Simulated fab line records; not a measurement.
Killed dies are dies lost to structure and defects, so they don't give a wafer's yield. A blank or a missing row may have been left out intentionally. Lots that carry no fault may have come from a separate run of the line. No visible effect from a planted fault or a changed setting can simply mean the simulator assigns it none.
Chamber matching || flow n5 finfet || pecvd-03 running N5_BEOL_M15_ILD_DEP_00: 3 sister chambers
The step deposits SiO2 from TEOS/O2, target thk 1629.3 nm, time 346.1 s. 18 wafers are shown with their chamber, then 9 later ones without.

== WAFERS PAIRED WITH THEIR CHAMBERS ==
{"wafer": "L074.2", "chamber": 1, "throttle valve pct (%)": 19.3, "showerhead plenum p Torr (Torr)": 8.37, "heater power w (W)": 379}
{"wafer": "L074.3", "chamber": 0, "throttle valve pct (%)": 20.1, "showerhead plenum p Torr (Torr)": 8.36, "heater power w (W)": 367}
{"wafer": "L074.5", "chamber": 2, "throttle valve pct (%)": 17.6, "showerhead plenum p Torr (Torr)": 8.33, "heater power w (W)": 395}
{"wafer": "L077.1", "chamber": 1, "throttle valve pct (%)": 19.5, "showerhead plenum p Torr (Torr)": 8.36, "heater power w (W)": 397}
{"wafer": "L077.2", "chamber": 2, "throttle valve pct (%)": 17.6, "showerhead plenum p Torr (Torr)": 8.35, "heater power w (W)": 482}
{"wafer": "L077.3", "chamber": 0, "throttle valve pct (%)": 20.3, "showerhead plenum p Torr (Torr)": 8.36, "heater power w (W)": 358}
{"wafer": "L079.1", "chamber": 0, "throttle valve pct (%)": 20.1, "showerhead plenum p Torr (Torr)": 8.37, "heater power w (W)": 390}
{"wafer": "L079.4", "chamber": 1, "throttle valve pct (%)": 19.2, "showerhead plenum p Torr (Torr)": 8.35, "heater power w (W)": 460}
{"wafer": "L079.5", "chamber": 0, "throttle valve pct (%)": 20.2, "showerhead plenum p Torr (Torr)": 8.35, "heater power w (W)": 278}
{"wafer": "L080.2", "chamber": 2, "throttle valve pct (%)": 17.9, "showerhead plenum p Torr (Torr)": 8.33, "heater power w (W)": 517}
{"wafer": "L080.3", "chamber": 1, "throttle valve pct (%)": 19.0, "showerhead plenum p Torr (Torr)": 8.36, "heater power w (W)": 458}
{"wafer": "L080.6", "chamber": 2, "throttle valve pct (%)": 18.0, "showerhead plenum p Torr (Torr)": 8.34, "heater power w (W)": 394}
{"wafer": "L081.1", "chamber": 1, "throttle valve pct (%)": 19.1, "showerhead plenum p Torr (Torr)": 8.37, "heater power w (W)": 374}
{"wafer": "L081.3", "chamber": 0, "throttle valve pct (%)": 20.4, "showerhead plenum p Torr (Torr)": 8.35, "heater power w (W)": 348}
{"wafer": "L081.6", "chamber": 0, "throttle valve pct (%)": 20.3, "showerhead plenum p Torr (Torr)": 8.36, "heater power w (W)": 381}
{"wafer": "L082.2", "chamber": 1, "throttle valve pct (%)": 19.3, "showerhead plenum p Torr (Torr)": 8.36, "heater power w (W)": 429}
{"wafer": "L082.3", "chamber": 0, "throttle valve pct (%)": 20.2, "showerhead plenum p Torr (Torr)": 8.35, "heater power w (W)": 359}
{"wafer": "L082.5", "chamber": 2, "throttle valve pct (%)": 17.8, "showerhead plenum p Torr (Torr)": 8.33, "heater power w (W)": 502}

SIGNATURES (means of the wafers above)
{"reading": "throttle valve pct", "chamber 0": 20.229, "chamber 1": 19.233, "chamber 2": 17.780, "scatter within a chamber": 0.154}
{"reading": "showerhead plenum p Torr", "chamber 0": 8.3571, "chamber 1": 8.3617, "chamber 2": 8.3360, "scatter within a chamber": 0.00794}
{"reading": "heater power w", "chamber 0": 354.43, "chamber 1": 416.17, "chamber 2": 458.00, "scatter within a chamber": 44.3}
Rule: a wafer lies at a distance from a chamber equal to the root of the sum of squares, over the readings, of (its reading less the chamber's mean, divided by the reading's scatter). The wafer belongs to the nearest chamber; if the next one is less than 2 further off, it can't be placed. The scatter: take each reading less its chamber's mean, square it, sum over the shown wafers, divide by the number of wafers less the number of chambers, and take the root.

== WAFERS WITHOUT THEIR CHAMBER ==
{"wafer": "L087.3", "throttle valve pct (%)": 19.4, "showerhead plenum p Torr (Torr)": 8.38, "heater power w (W)": 467}
{"wafer": "L087.4", "throttle valve pct (%)": 19.4, "showerhead plenum p Torr (Torr)": 8.35, "heater power w (W)": 351}
{"wafer": "L087.5", "throttle valve pct (%)": 20.4, "showerhead plenum p Torr (Torr)": 8.37, "heater power w (W)": 382}
{"wafer": "L093.1", "throttle valve pct (%)": 18.2, "showerhead plenum p Torr (Torr)": 8.35, "heater power w (W)": 472}
{"wafer": "L093.2", "throttle valve pct (%)": 20.5, "showerhead plenum p Torr (Torr)": 8.37, "heater power w (W)": 378}
{"wafer": "L093.5", "throttle valve pct (%)": 18.8, "showerhead plenum p Torr (Torr)": 8.36, "heater power w (W)": 472}
{"wafer": "L097.1", "throttle valve pct (%)": 20.1, "showerhead plenum p Torr (Torr)": 8.37, "heater power w (W)": 332}
{"wafer": "L097.4", "throttle valve pct (%)": 19.4, "showerhead plenum p Torr (Torr)": 8.37, "heater power w (W)": 352}
{"wafer": "L097.6", "throttle valve pct (%)": 20.1, "showerhead plenum p Torr (Torr)": 8.35, "heater power w (W)": 370}

== WHICH CHAMBER EACH ONE RAN IN ==
{"wafer": "L087.3", "from the rows above": 1, "in truth": 1}
{"wafer": "L087.4", "from the rows above": 1, "in truth": 1}
{"wafer": "L087.5", "from the rows above": 0, "in truth": 0}
{"wafer": "L093.1", "from the rows above": 2, "in truth": 2}
{"wafer": "L093.2", "from the rows above": 0, "in truth": 0}
{"wafer": "L093.5", "from the rows above": 1, "in truth": 1}
{"wafer": "L097.1", "from the rows above": 0, "in truth": 0}
{"wafer": "L097.4", "from the rows above": 1, "in truth": 1}
{"wafer": "L097.6", "from the rows above": 0, "in truth": 0}
Placed correctly: 9 of 9. Number that these rows cannot place: 0. 0 placed wrongly.
